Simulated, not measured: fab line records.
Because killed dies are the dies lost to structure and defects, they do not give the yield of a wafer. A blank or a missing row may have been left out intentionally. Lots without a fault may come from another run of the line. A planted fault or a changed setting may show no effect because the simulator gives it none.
Comparing a struck lot with a sound one | flow nandHarc | 15 steps out of a route of 1302
Sound: wafers L173.2, L173.3, L173.5. Struck: wafer L165.3 (L165.4, L165.6, from the same lot, were not struck and are left out); the cause is given at the end.
At each step with rows: each side's tool, then ch and its chambers, then its first start. Under that, the readings that differ: sound wafers | struck wafers | difference of the means | sigmas: that difference in standard deviations of wafers without a fault.
alike: readings with means less than 2 such deviations apart, plus words and numbers identical on both sides. not compared: withheld readings, readings lacking a value on some wafer, bounds such as >300 that could conceal the same value, and numbers that have no deviation in the record and whose values overlap.
Wherever a step has rows on one side only, a row that says differs or no value, or a row with sigmas, the two part there. Non-overlapping numbers with no deviation appear without sigmas and do not part them. A reading that every wafer of one side lacks parts them only if that side has two wafers or more.

NHARC_A_CONTACT_ETCH_113: etches the open film in C4F8/O2/Ar, time 190 s, target depth 1850 nm.
  sound on harCapEtch-02 ch 0,1, day 30 17:19; struck on harCapEtch-02 ch 1, day 26 16:16
  alike: chamberPressureMTorr
  not compared: rfHoursCounterH
NHARC_A_CONTACT_ETCH_114: etches the open film in C4F8/O2/Ar, time 190 s, target depth 1850 nm.
  sound on harCapEtch-02 ch 0,1, day 30 17:29; struck on harCapEtch-02 ch 1, day 26 16:26
  alike: chamberPressureMTorr
  not compared: rfHoursCounterH
NHARC_A_CONTACT_ETCH_115: etches the open film in C4F8/O2/Ar, time 190 s, target depth 1850 nm.
  sound on harCapEtch-02 ch 0,1, day 30 17:39; struck on harCapEtch-02 ch 1, day 26 16:37
  alike: chamberPressureMTorr
  not compared: rfHoursCounterH
then, 5 steps without rows for these wafers: NHARC_A_CONTACT_ETCH_116 (etches the open film in C4F8/O2/Ar, time 190 s, target depth 1850 nm); NHARC_A_CONTACT_ETCH_117 (etches the open film in C4F8/O2/Ar, time 190 s, target depth 1850 nm); NHARC_A_CONTACT_ETCH_118 (etches the open film in C4F8/O2/Ar, time 190 s, target depth 1850 nm); NHARC_A_CONTACT_ETCH_119 (etches the open film in C4F8/O2/Ar, time 190 s, target depth 1850 nm); NHARC_A_CONTACT_ETCH_120 (etches the open film in C4F8/O2/Ar, time 190 s, target depth 1850 nm).
NHARC_A_CONTACT_ETCH_121: etches the open film in C4F8/O2/Ar, time 190 s, target depth 1850 nm.
  sound on harCapEtch-02 ch 0,1, day 30 18:41; struck on harCapEtch-02 ch 1, day 26 17:38
  alike: chamberPressureMTorr
  not compared: rfHoursCounterH
NHARC_A_CONTACT_ETCH_122: etches the open film in C4F8/O2/Ar, time 190 s, target depth 1850 nm.
  sound on harCapEtch-02 ch 0,1, day 30 18:51; struck on harCapEtch-02 ch 1, day 26 17:49
reading                      | sound                | struck | difference | sigmas
chamberPressureMTorr (mTorr) | 20.011 20.024 20.001 | 19.950 | -0.062     | -2
  not compared: rfHoursCounterH
then, 2 steps without rows for these wafers: NHARC_A_CONTACT_ETCH_123 (etches the open film in C4F8/O2/Ar, time 490 s, target depth 2110 nm); NHARC_A_CONTACT_ETCH_90 (etches the open film in CH3F/O2, target depth 40 nm, time 85.7 s).
NHARC_A_CONTACT_ETCH_96: etches the open film in C4F6/O2, target depth 20 nm, time 10 s.
  sound on rieDiel-09 ch 0,2,3, day 30 20:07; struck on rieDiel-09 ch 1, day 26 19:03
reading             | sound             | struck | difference | sigmas
oesProductAu (a.u.) | 0.996 0.999 0.988 | 0.740  | -0.254     | -10
  alike: chamberPressureMTorr, drypumpMotorCurrentA, rfVppV, showerheadPlenumPTorr, throttleValvePct
  not compared: rfHoursCounterH
NHARC_A_CONTACT_CD_MEAS_53:
  sound on cdSem-01, day 30 20:13; struck on cdSem-03, day 26 19:08
  alike: cdNm
-- jump in the record: it breaks off in module A_CONTACT and resumes in module END (first step shown: number 1302 of the route), and 3 days separate the struck wafers' starts before and after --
NHARC_END_SORT_01:
  sound on prober-02 ch 0, day 33 16:31; struck on prober-01 ch 0, day 29 21:07
reading       | sound    | struck                  | difference                   | sigmas
hold          | - - -    | awaitDispo/4.2h/release | no value on the sound wafers | 
killedAtArray | 39 46 47 | 673                     | +629                         | +30
killedDies    | 42 48 55 | 674                     | +626                         | +30
killedShort   | 4 3 6    | 0                       | -4                           | -3
  alike: killedAtOther, killedAtPeriphery, killedOpen

== WHERE THEY PART ==
Last at NHARC_END_SORT_01 as far as this record goes, first at NHARC_A_CONTACT_ETCH_122.

WHY: the cause the simulator had injected
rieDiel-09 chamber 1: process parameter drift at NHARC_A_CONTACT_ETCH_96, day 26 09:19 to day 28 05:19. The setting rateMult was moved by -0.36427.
